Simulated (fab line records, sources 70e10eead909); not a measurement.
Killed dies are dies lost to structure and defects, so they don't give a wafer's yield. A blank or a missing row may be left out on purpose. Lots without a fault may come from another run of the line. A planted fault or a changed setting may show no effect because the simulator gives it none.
A struck lot beside a sound one | flow nand_harc | 42 steps out of a route of 1159
Sound: wafers L821.3, L821.4, L821.5. Struck: wafer L830.4. (L830.3, L830.5 of the same lot were not struck and are left out.) The cause comes at the end.
At each step with rows: each side's tool, then ch and its chambers, then its first start. Under that, the readings that differ: sound wafers | struck wafers | difference of the means | sigmas: that difference in standard deviations of wafers without a fault.
alike: readings whose means differ by less than 2 such deviations, and words and numbers that are the same on both sides. not compared: withheld readings, readings that some wafer has no value for, bounds like >300 that may hide the same value, and numbers for which the record gives no deviation and whose values overlap.
The two part at a step that has a row with sigmas, a row that says differs or no value, or rows on one side only. Numbers that don't overlap but have no deviation are shown without sigmas and don't part them. A reading that every wafer of one side lacks parts them only if that side has two wafers or more.

NHARC_A_CONTACT_INSPECT_71:
  sound on defect_inspect-02, day 16 22:10; struck on defect_inspect-01, day 20 00:13
  alike: raw_defect_count
then, 6 steps without rows for these wafers: NHARC_A_CONTACT_DESCUM_74 (chemistry O2, time 3 s); NHARC_A_CONTACT_ETCH_75 (etches the open film in CF4, target depth 39 nm, time 65 s); NHARC_A_CONTACT_ETCH_76 (etches the open film in N2/H2, target depth 260 nm, time 475.3 s); NHARC_A_CONTACT_ETCH_77 (etches the open film in CF4/CHF3, target depth 72.6 nm, time 36.3 s); NHARC_A_CONTACT_ETCH_78 (etches the open film in O2/COS, target depth 2800 nm, time 728 s); NHARC_A_CONTACT_ETCH_124 (etches the open film in C4F8/O2/Ar, time 140 s, target depth 700 nm).
NHARC_A_CONTACT_ETCH_125: etches the open film in C4F8/O2/Ar, time 155 s, target depth 956 nm.
  sound on har_cap_etch-03 ch 0,1, day 16 23:37; struck on har_cap_etch-03 ch 0, day 20 02:14
  alike: oes_air_line_au
  not compared: rf_hours_counter_h
then, 4 steps without rows for these wafers: NHARC_A_CONTACT_ETCH_126 (etches the open film in C4F8/O2/Ar, time 155 s, target depth 956 nm); NHARC_A_CONTACT_ETCH_127 (etches the open film in C4F8/O2/Ar, time 155 s, target depth 956 nm); NHARC_A_CONTACT_ETCH_128 (etches the open film in C4F8/O2/Ar, time 155 s, target depth 956 nm); NHARC_A_CONTACT_ETCH_129 (etches the open film in C4F8/O2/Ar, time 155 s, target depth 956 nm).
NHARC_A_CONTACT_ETCH_130: etches the open film in C4F8/O2/Ar, time 155 s, target depth 956 nm.
  sound on har_cap_etch-03 ch 0,1, day 17 00:19; struck on har_cap_etch-03 ch 0, day 20 02:57
  alike: oes_air_line_au
  not compared: rf_hours_counter_h
then, 1 step without rows for these wafers: NHARC_A_CONTACT_ETCH_131 (etches the open film in C4F8/O2/Ar, time 155 s, target depth 956 nm).
NHARC_A_CONTACT_ETCH_132: etches the open film in C4F8/O2/Ar, time 156 s, target depth 958 nm.
  sound on har_cap_etch-03 ch 0,1, day 17 00:36; struck on har_cap_etch-03 ch 0, day 20 03:14
  alike: oes_air_line_au
  not compared: rf_hours_counter_h
NHARC_A_CONTACT_ETCH_133: etches the open film in C4F8/O2/Ar, time 195 s, target depth 840 nm.
  sound on har_cap_etch-03 ch 0,1, day 17 00:47; struck on har_cap_etch-03 ch 0, day 20 03:25
  reading                | sound             | struck | difference | sigmas
  oes_air_line_au (a.u.) | 1.015 0.984 0.959 | 1.040  | +0.054     | +2
  not compared: rf_hours_counter_h
then, 1 step without rows for these wafers: NHARC_A_CONTACT_ETCH_91 (etches the open film in CH3F/O2, target depth 40 nm, time 85.7 s).
NHARC_A_CONTACT_ETCH_97: etches the open film in C4F6/O2, target depth 20 nm, time 10 s.
  sound on rie_diel-04 ch 0,1,2; struck on rie_diel-01 ch 1, day 20 04:05
  alike: drypump_motor_current_A, o2_flow_sccm, oes_product_au, rf_vpp_V, showerhead_plenum_p_Torr, throttle_valve_pct
  not compared: rf_hours_counter_h
NHARC_A_CONTACT_CD_MEAS_80:
  sound on cd_sem-01, day 17 01:30; struck on cd_sem-01, day 20 04:10
  alike: cd_nm
then, 6 steps without rows for these wafers: NHARC_A_CONTACT_STRIP_103 (strips in N2/H2); NHARC_A_CONTACT_STRIP_104 (strips in CF4/CHF3); NHARC_A_CONTACT_STRIP_105 (strips in O2/COS); NHARC_A_CONTACT_ETCH_106 (etches the open film in CF4/O2, target depth 60 nm, overetch 6 nm, time 33 s); NHARC_A_CONTACT_STRIP_82 (strips in O2); NHARC_A_CONTACT_STRIP_83 (strips in post etch residue remover, time 600 s).
NHARC_A_CONTACT_DEP_84: deposits aC, target thk 2000 nm.
  sound on acl_dep-01 ch 0, day 17 03:22; struck on acl_dep-02 ch 0, day 20 05:31
  alike: throttle_valve_pct
then, 11 steps without rows for these wafers: NHARC_A_CONTACT_DEP_85 (deposits SiON, target thk 50 nm); NHARC_A_CONTACT_DEHYDRATE_00 (time 120 s); NHARC_A_CONTACT_HMDS_01 (time 30 s); NHARC_A_CONTACT_COAT_86 (time 75 s); NHARC_A_CONTACT_COAT_87 (time 65 s); NHARC_A_CONTACT_COAT_02 (resist thk 90 nm); NHARC_A_CONTACT_SOFTBAKE_03 (time 55 s); NHARC_A_CONTACT_EBR_04; NHARC_A_CONTACT_EXPOSE_05 (exposes mask A CC); NHARC_A_CONTACT_PEB_06 (peb time 65 s); NHARC_A_CONTACT_DEVELOP_07 (develop time 35 s).
NHARC_A_CONTACT_CD_MEAS_08: target cd 100 nm.
  sound on cd_sem-02 ch 0, day 17 05:23; struck on cd_sem-01 ch 0, day 20 07:05
  alike: cd_nm
NHARC_A_CONTACT_OVL_MEAS_09:
  sound on overlay-01, day 17 05:28; struck on overlay-01, day 20 07:11
  alike: overlay_x_nm, overlay_y_nm
then, 2 steps without rows for these wafers: NHARC_A_CONTACT_DESCUM_13 (chemistry O2, time 3 s); NHARC_A_CONTACT_ETCH_88 (etches the open film in CF4, target depth 39 nm, time 65 s).
-- the record jumps here: 2 days lie between the struck wafers' starts before and after (it left off in module A_CONTACT and takes up again in module END, whose first step shown is number 1159 of the route) --
NHARC_END_SORT_01:
  the record has rows for the struck wafers here (prober-02 ch 0, day 22 16:43) and none for the sound ones

WHERE THEY PART
First at NHARC_A_CONTACT_ETCH_133; last, within this record, at NHARC_END_SORT_01.

WHY: what the simulator had put in
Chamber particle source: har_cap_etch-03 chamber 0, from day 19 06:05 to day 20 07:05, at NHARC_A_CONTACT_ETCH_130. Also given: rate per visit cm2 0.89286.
